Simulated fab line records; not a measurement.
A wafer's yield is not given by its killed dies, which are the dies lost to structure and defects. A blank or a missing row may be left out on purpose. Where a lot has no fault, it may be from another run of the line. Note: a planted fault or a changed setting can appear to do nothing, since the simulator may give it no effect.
Struck lot and sound lot, side by side | flow n5-finfet | 37 steps out of a route of 1938
Sound: the wafers L472.1, L472.4, L472.5. Struck: wafer L483.2; the same lot's L483.4 was not struck, so it is left out; see the end for the cause.
For every step that has rows: the tool of each side, followed by ch and its chambers, followed by its first start. Under that, the readings that differ: sound wafers | struck wafers | difference of the means | sigmas: that difference in standard deviations of wafers without a fault.
alike: words and numbers the same on both sides, and readings whose means are apart by under 2 such deviations; not compared: readings that were withheld, readings missing a value for some wafer, numbers with overlapping values and no deviation given by the record, and bounds like >300 which may hide the same value.
A row with sigmas, a row that says differs or no value, or rows on one side alone: a step with any of these is where the two part. When numbers do not overlap yet have no deviation, they are printed without sigmas and do not part them. A reading that every wafer of one side lacks parts them only if that side has two wafers or more.

first, 8 steps without rows for these wafers: N5_BEOL_M2_ECD_50 (material Cu, target thk 300 nm); N5_BEOL_M2_ANNEAL_51 (time 90 s); N5_BEOL_M2_CMP_52 (polishes, stops on SiOC, t overpolish 6.8 s, target thk 40 nm); N5_BEOL_M2_PRE_CLEAN_60 (time 15 s); N5_BEOL_M2_CO_CAP_55 (material Co, precursor CCTBA/H2, target thk 2 nm, time 102.1 s); N5_BEOL_M2_PRE_CLEAN_56 (time 15 s); N5_BEOL_M2_DEP_57 (deposits SiCN from 3MS/NH3, target thk 8 nm, time 14 s); N5_BEOL_M3_ILD_DEP_00 (deposits SiOC from DEMS/O2, target thk 79 nm, time 15.3 s).
N5_BEOL_M3_PECVD_72: deposits SiO2 from TEOS/O2, target thk 16 nm, time 18 s.
  sound on pecvd-02 ch 0,2, day 8 01:26; struck on pecvd-02 ch 1, day 11 02:44
  reading                                    | sound          | struck | difference | sigmas
  showerhead-plenum-p-Torr (Torr)            | 8.71 8.78 8.71 | 8.87   | +0.14      | +2
  model.SiO2_of_BEOL_M3_PECVD_72.thk-nm (nm) | 15.6 15.8 16.2 | 16.4   | +0.5       |
  alike: heater-power-w, throttle-valve-pct
then, 25 steps without rows for these wafers: N5_BEOL_M3_HM_DEP_02 (deposits TiN, target thk 20 nm); N5_BEOL_M3_COAT_61 (time 60 s, resist thk 60 nm); N5_BEOL_M3_COAT_62 (time 60 s, resist thk 12 nm); N5_BEOL_M3_COAT_73 (time 60 s, resist thk 5 nm); N5_BEOL_M3_COAT_05 (resist thk 30 nm); N5_BEOL_M3_EBR_07; N5_BEOL_M3_SOFTBAKE_06 (time 60 s); N5_BEOL_M3_EXPOSE_08 (exposes mask M3); N5_BEOL_M3_PEB_09 (peb time 60 s); N5_BEOL_M3_DEVELOP_10 (develop time 30 s); N5_BEOL_M3_DESCUM_16 (chemistry O2, time 7 s); N5_BEOL_M3_ETCH_74 (etches underlayer in N2/H2, target depth 6.5 nm, time 5.2 s); N5_BEOL_M3_ETCH_63 (etches SiARC in CF4, target depth 15.6 nm, time 26 s); N5_BEOL_M3_ETCH_64 (etches SOC in N2/H2, target depth 75 nm, overetch 15 nm, time 112.5 s); N5_BEOL_M3_STRIP_65 (strips in N2/H2); N5_BEOL_M3_STRIP_75 (strips in N2/H2); N5_BEOL_M3_STRIP_66 (strips in CF4); N5_BEOL_M3_HM_OPEN_17 (chemistry Cl2/BCl3, target TiN, target depth 20 nm, overetch 6 nm); N5_BEOL_M3_STRIP_19 (strips in O2); N5_BEOL_M3_COAT_67 (time 60 s, resist thk 60 nm); N5_BEOL_M3_COAT_68 (time 60 s, resist thk 12 nm); N5_BEOL_M3_COAT_76 (time 60 s, resist thk 5 nm); N5_BEOL_M3_COAT_22 (resist thk 30 nm); N5_BEOL_M3_EBR_24; N5_BEOL_M3_SOFTBAKE_23 (time 60 s).
N5_BEOL_M3_HM_STRIP_39: strips TiN in peroxide tin strip, target depth 25 nm, time 158 s.
  sound on wet-bench-06 ch 2,3,6, day 8 08:34; struck on wet-bench-03 ch 4, day 11 11:41
  reading                                    | sound        | struck | difference | sigmas
  model.SiO2_of_BEOL_M3_PECVD_72.thk-nm (nm) | 15.4 15.6 16 | 16.2   | +0.5       |
N5_BEOL_M4_RC_MEAS_101:
  sound on prober-02 ch 0, day 9 03:13; struck on prober-01 ch 0, day 12 02:09
  alike: DIBL_N, DIBL_P, IOFF_N, IOFF_P, ION_N, ION_P, SS_N, SS_P, VT_N, VT_P
-- the record jumps here: 5 days lie between the struck wafers' starts before and after (it left off in module BEOL_M4 and takes up again in module PASSIVATION, whose first step shown is number 1936 of the route) --
N5_PASSIVATION_PROBE_49:
  only the struck wafers here have rows in the record (prober-01, day 16 20:40); the sound ones have none

== WHERE THEY PART ==
Earliest at N5_BEOL_M3_PECVD_72; latest, in this record, at N5_PASSIVATION_PROBE_49.

WHY: the cause the simulator had injected
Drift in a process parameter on pecvd-02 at N5_BEOL_M3_PECVD_72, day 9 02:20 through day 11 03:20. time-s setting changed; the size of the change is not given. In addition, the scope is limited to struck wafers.
